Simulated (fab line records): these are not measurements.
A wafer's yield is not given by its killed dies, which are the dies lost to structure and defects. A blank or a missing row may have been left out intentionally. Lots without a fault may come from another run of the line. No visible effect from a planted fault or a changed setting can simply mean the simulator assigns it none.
Which tool did it? / flow nand_harc / 19 wafers from 7 lots sampled at 4 of the route's 1159 steps

WHAT EACH GAUGE READ, for each wafer
NHARC_P_M0_OVL_MEAS_10: pitch 180 nm.
lot=L533; measured=day 5 21:38; on=overlay-02; overlay_x_nm (nm)=-0.3 -0.7 -0.5
lot=L541; measured=day 7 19:32; on=overlay-02; overlay_x_nm (nm)=1.5 1.6
lot=L543; measured=day 8 12:22; on=overlay-01; overlay_x_nm (nm)=-1.1 -0.7
lot=L545; measured=day 9 03:43; on=overlay-01; overlay_x_nm (nm)=-0.2 0.1 -0.3
lot=L548; measured=day 10 01:32; on=overlay-02; overlay_x_nm (nm)=0.6 0.3 -0.2
lot=L550; measured=day 10 10:58; on=overlay-02; overlay_x_nm (nm)=-0.3 -0.6 -0.6
lot=L554; measured=day 11 10:50; on=overlay-01; overlay_x_nm (nm)=-1.4 -1.5 -0.9

EACH LOT AND THE TOOL THAT RAN IT (in order: tool; ch and the chambers of the sampled wafers; start)
lot=L533; NHARC_P_GATE_STRIP_76=plasma_asher-02 ch 0,1, day 5 10:59; NHARC_P_CONTACT_CMP_01=cmp-03 ch 0,2,3, day 5 15:49; NHARC_P_CONTACT_PRE_CLEAN_39=pvd_sputter-02, day 5 18:26
lot=L541; NHARC_P_GATE_STRIP_76=plasma_asher-01 ch 1, day 7 09:05; NHARC_P_CONTACT_CMP_01=cmp-02 ch 0,3, day 7 14:05; NHARC_P_CONTACT_PRE_CLEAN_39=pvd_sputter-02, day 7 16:53
lot=L543; NHARC_P_GATE_STRIP_76=plasma_asher-02 ch 0,1, day 8 02:23; NHARC_P_CONTACT_CMP_01=cmp-02 ch 1,2, day 8 07:13; NHARC_P_CONTACT_PRE_CLEAN_39=pvd_sputter-02, day 8 09:54
lot=L545; NHARC_P_GATE_STRIP_76=plasma_asher-01 ch 0,1, day 8 16:25; NHARC_P_CONTACT_CMP_01=cmp-03 ch 0,1,3, day 8 21:28; NHARC_P_CONTACT_PRE_CLEAN_39=pvd_sputter-01, day 9 00:01
lot=L548; NHARC_P_GATE_STRIP_76=plasma_asher-01 ch 1, day 9 10:23; NHARC_P_CONTACT_CMP_01=cmp-02 ch 0,2, day 9 16:20; NHARC_P_CONTACT_PRE_CLEAN_39=pvd_sputter-03, day 9 19:06
lot=L550; NHARC_P_GATE_STRIP_76=plasma_asher-02 ch 0,1, day 9 22:28; NHARC_P_CONTACT_CMP_01=cmp-04 ch 0,3, day 10 03:11; NHARC_P_CONTACT_PRE_CLEAN_39=pvd_sputter-01, day 10 05:59
lot=L554; NHARC_P_GATE_STRIP_76=plasma_asher-02 ch 1, day 11 00:41; NHARC_P_CONTACT_CMP_01=cmp-02 ch 0,1,2, day 11 05:32; NHARC_P_CONTACT_PRE_CLEAN_39=pvd_sputter-03, day 11 08:20
- NHARC_P_GATE_STRIP_76: strips in O2.
- NHARC_P_CONTACT_CMP_01: polishes SiO2, target thk 200 nm.
- NHARC_P_CONTACT_PRE_CLEAN_39: time 19.5 s.

THE ANSWER, worked out from the rows above alone
Rule: the lots themselves supply what counts as usual. Put in order of their means at a reading, lots are off if they are a third of the lots or fewer, leave a main group of 4 or more, and stand apart from it by a gap of 3 or more times the standard deviation of the main group's means; of several such gaps the widest counts. If all means in a main group match to the digits the tables above print for the reading, that group is not used. Also off: a lot with no number at a reading for which 4 or more lots have one. Any other lot the step has rows for is counted as sound.
No lot is off at any reading shown: from this, nothing can be told.

WHAT WAS PUT IN BY THE SIMULATOR
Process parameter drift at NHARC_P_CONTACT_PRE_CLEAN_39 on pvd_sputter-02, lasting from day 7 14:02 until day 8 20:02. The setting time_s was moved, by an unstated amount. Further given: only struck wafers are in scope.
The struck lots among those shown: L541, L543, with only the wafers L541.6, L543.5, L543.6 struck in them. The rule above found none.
